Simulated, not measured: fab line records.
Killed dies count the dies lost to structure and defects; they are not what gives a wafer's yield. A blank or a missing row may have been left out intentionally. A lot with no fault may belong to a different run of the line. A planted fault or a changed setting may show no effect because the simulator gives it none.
Matching of chambers | flow n5 finfet | N5_MOL_CONTACT_COAG_ETCH_90 on rie diel-06 has 4 sister chambers
The step etches SiARC in CF4, target depth 13 nm, time 21.7 s. 8 wafers are shown with their chamber, then 9 later ones without.

== EACH WAFER AND ITS CHAMBER ==
wafer  | chamber | drypump motor current A (A) | showerhead plenum p Torr (Torr)
L080.1 | 2       | 5.8                         | 2.18
L082.4 | 3       | 5.1                         | 2.10
L087.2 | 0       | 5.2                         | 2.21
L087.4 | 1       | 6.3                         | 2.25
L087.6 | 1       | 6.4                         | 2.25
L088.2 | 3       | 5.0                         | 2.09
L088.4 | 0       | 5.2                         | 2.21
L088.6 | 2       | 5.7                         | 2.17

== WAFERS WHOSE CHAMBER IS MISSING ==
wafer  | drypump motor current A (A) | showerhead plenum p Torr (Torr)
L090.2 | 5.1                         | 2.09
L090.3 | 6.4                         | 2.25
L090.5 | 5.8                         | 2.17
L094.2 | 5.8                         | 2.17
L094.4 | 6.3                         | 2.25
L094.5 | 5.2                         | 2.21
L095.1 | 6.4                         | 2.25
L095.2 | 5.1                         | 2.09
L095.3 | 5.8                         | 2.17

== WHICH CHAMBER EACH ONE RAN IN ==
wafer  | from the rows above | in truth
L090.2 | 3                   | 3
L090.3 | 1                   | 1
L090.5 | 2                   | 2
L094.2 | 2                   | 2
L094.4 | 1                   | 1
L094.5 | 0                   | 0
L095.1 | 1                   | 1
L095.2 | 3                   | 3
L095.3 | 2                   | 2
9 of 9 placed correctly. From these rows, 0 cannot be placed. 0 placed wrongly.
How it was worked out, from the rows above alone: a wafer's distance from a chamber is the root of the sum, over the readings, of the square of ((its reading less the chamber's mean) divided by the reading's scatter). The wafer belongs to the nearest chamber; if the next one is less than 2 further off, it can't be placed. Each chamber's mean is taken over the wafers shown for it. The scatter is the square root of a quotient: the sum, over the shown wafers, of each reading's squared deviation from its chamber's mean, divided by wafers minus chambers.
